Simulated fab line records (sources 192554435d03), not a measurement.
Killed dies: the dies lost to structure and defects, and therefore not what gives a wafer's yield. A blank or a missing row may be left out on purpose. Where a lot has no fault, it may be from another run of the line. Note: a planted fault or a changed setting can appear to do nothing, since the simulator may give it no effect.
Which of the tools did it? || flow n5-finfet || 36 wafers from 12 lots sampled at 5 of the route's 1938 steps

== WHAT THE GAUGES SHOWED, per wafer ==
N5_BEOL_M3_THK_MEAS_53: measures by xrf.
{"lot": "L075", "measured": "day 7 13:41", "on": "film-metro-02", "M3_THK (nm)": "40.0 42.2 41.7"}
{"lot": "L077", "measured": "day 8 06:29", "on": "film-metro-01", "M3_THK (nm)": "40.7 39.3 39.2"}
{"lot": "L079", "measured": "day 8 17:35", "on": "film-metro-01", "M3_THK (nm)": "38.1 39.3 43.5"}
{"lot": "L081", "measured": "day 9 03:58", "on": "film-metro-02", "M3_THK (nm)": "39.4 37.7 39.8"}
{"lot": "L083", "measured": "day 9 07:31", "on": "film-metro-01", "M3_THK (nm)": "38.5 39.1 36.3"}
{"lot": "L086", "measured": "day 10 14:53", "on": "film-metro-02", "M3_THK (nm)": "37.7 38.3 38.6"}
{"lot": "L087", "measured": "day 10 18:37", "on": "film-metro-02", "M3_THK (nm)": "38.8 40.3 40.4"}
{"lot": "L089", "measured": "day 11 01:21", "on": "film-metro-01", "M3_THK (nm)": "37.3 37.2 40.1"}
{"lot": "L091", "measured": "day 11 08:38", "on": "film-metro-01", "M3_THK (nm)": "39.8 43.1 42.1"}
{"lot": "L093", "measured": "day 12 09:22", "on": "film-metro-02", "M3_THK (nm)": "35.0 39.1 39.3"}
{"lot": "L095", "measured": "day 12 19:33", "on": "film-metro-02", "M3_THK (nm)": "37.9 42.2 41.6"}
{"lot": "L097", "measured": "day 13 00:58", "on": "film-metro-01", "M3_THK (nm)": "41.2 40.3 42.8"}

== WHAT TOOL EACH LOT RAN ON (gives the tool, then ch and the chambers of the sampled wafers, and finally the start) ==
{"lot": "L075", "N5_BEOL_M3_SPUTTER_81": "pvd-sputter-01, day 7 11:33", "N5_BEOL_M3_ANNEAL_82": "pvd-sputter-01, day 7 11:38", "N5_BEOL_M3_SPUTTER_92": "pvd-sputter-01, day 7 12:26", "N5_BEOL_M3_ANNEAL_95": "pvd-sputter-01, day 7 12:44"}
{"lot": "L077", "N5_BEOL_M3_SPUTTER_81": "pvd-sputter-03, day 8 04:23", "N5_BEOL_M3_ANNEAL_82": "pvd-sputter-03, day 8 04:28", "N5_BEOL_M3_SPUTTER_92": "pvd-sputter-03, day 8 05:16", "N5_BEOL_M3_ANNEAL_95": "pvd-sputter-03, day 8 05:34"}
{"lot": "L079", "N5_BEOL_M3_SPUTTER_81": "pvd-sputter-02, day 8 15:29", "N5_BEOL_M3_ANNEAL_82": "pvd-sputter-02, day 8 15:34", "N5_BEOL_M3_SPUTTER_92": "pvd-sputter-02, day 8 16:22", "N5_BEOL_M3_ANNEAL_95": "pvd-sputter-02, day 8 16:40"}
{"lot": "L081", "N5_BEOL_M3_SPUTTER_81": "pvd-sputter-03, day 9 01:52", "N5_BEOL_M3_ANNEAL_82": "pvd-sputter-03, day 9 01:57", "N5_BEOL_M3_SPUTTER_92": "pvd-sputter-03, day 9 02:45", "N5_BEOL_M3_ANNEAL_95": "pvd-sputter-03, day 9 03:03"}
{"lot": "L083", "N5_BEOL_M3_SPUTTER_81": "pvd-sputter-01, day 9 05:23", "N5_BEOL_M3_ANNEAL_82": "pvd-sputter-01, day 9 05:28", "N5_BEOL_M3_SPUTTER_92": "pvd-sputter-01, day 9 06:16", "N5_BEOL_M3_ANNEAL_95": "pvd-sputter-01, day 9 06:34"}
{"lot": "L086", "N5_BEOL_M3_SPUTTER_81": "pvd-sputter-01, day 10 12:47", "N5_BEOL_M3_ANNEAL_82": "pvd-sputter-01, day 10 12:52", "N5_BEOL_M3_SPUTTER_92": "pvd-sputter-01, day 10 13:40", "N5_BEOL_M3_ANNEAL_95": "pvd-sputter-01, day 10 13:58"}
{"lot": "L087", "N5_BEOL_M3_SPUTTER_81": "pvd-sputter-03, day 10 16:15", "N5_BEOL_M3_ANNEAL_82": "pvd-sputter-03, day 10 16:20", "N5_BEOL_M3_SPUTTER_92": "pvd-sputter-03, day 10 17:08", "N5_BEOL_M3_ANNEAL_95": "pvd-sputter-03, day 10 17:26"}
{"lot": "L089", "N5_BEOL_M3_SPUTTER_81": "pvd-sputter-03, day 10 23:11", "N5_BEOL_M3_ANNEAL_82": "pvd-sputter-03, day 10 23:16", "N5_BEOL_M3_SPUTTER_92": "pvd-sputter-03, day 11 00:04", "N5_BEOL_M3_ANNEAL_95": "pvd-sputter-03, day 11 00:22"}
{"lot": "L091", "N5_BEOL_M3_SPUTTER_81": "pvd-sputter-01, day 11 06:31", "N5_BEOL_M3_ANNEAL_82": "pvd-sputter-01, day 11 06:36", "N5_BEOL_M3_SPUTTER_92": "pvd-sputter-01, day 11 07:24", "N5_BEOL_M3_ANNEAL_95": "pvd-sputter-01, day 11 07:42"}
{"lot": "L093", "N5_BEOL_M3_SPUTTER_81": "pvd-sputter-01, day 12 07:16", "N5_BEOL_M3_ANNEAL_82": "pvd-sputter-01, day 12 07:21", "N5_BEOL_M3_SPUTTER_92": "pvd-sputter-01, day 12 08:09", "N5_BEOL_M3_ANNEAL_95": "pvd-sputter-01, day 12 08:27"}
{"lot": "L095", "N5_BEOL_M3_SPUTTER_81": "pvd-sputter-02, day 12 17:26", "N5_BEOL_M3_ANNEAL_82": "pvd-sputter-02, day 12 17:31", "N5_BEOL_M3_SPUTTER_92": "pvd-sputter-02, day 12 18:19", "N5_BEOL_M3_ANNEAL_95": "pvd-sputter-02, day 12 18:37"}
{"lot": "L097", "N5_BEOL_M3_SPUTTER_81": "pvd-sputter-03, day 12 22:52", "N5_BEOL_M3_ANNEAL_82": "pvd-sputter-03, day 12 22:56", "N5_BEOL_M3_SPUTTER_92": "pvd-sputter-03, day 12 23:44", "N5_BEOL_M3_ANNEAL_95": "pvd-sputter-03, day 13 00:02"}
- N5_BEOL_M3_SPUTTER_81: material Cu, target thk 4.5 nm, time 8.29 s.
- N5_BEOL_M3_ANNEAL_82: time 240 s.
- N5_BEOL_M3_SPUTTER_92: material Cu, target thk 4.5 nm, time 8.29 s.
- N5_BEOL_M3_ANNEAL_95: time 240 s.

== THE ANSWER, worked out from the rows above alone ==
Rule: what is usual is taken from the lots themselves. Put in order of their means at a reading, lots are off if they are a third of the lots or fewer, leave a main group of 4 or more, and stand apart from it by a gap of 3 or more times the standard deviation of the main group's means; of several such gaps the widest counts. A main group is skipped when, at the precision printed for the reading in the tables above, its means are all equal. Also off: a lot with no number at a reading for which 4 or more lots have one. The other lots that the step has rows for count as sound.
Across all readings shown, no lot is off: no conclusion can be drawn from this.

== WHAT HAD BEEN PUT IN BY THE SIMULATOR ==
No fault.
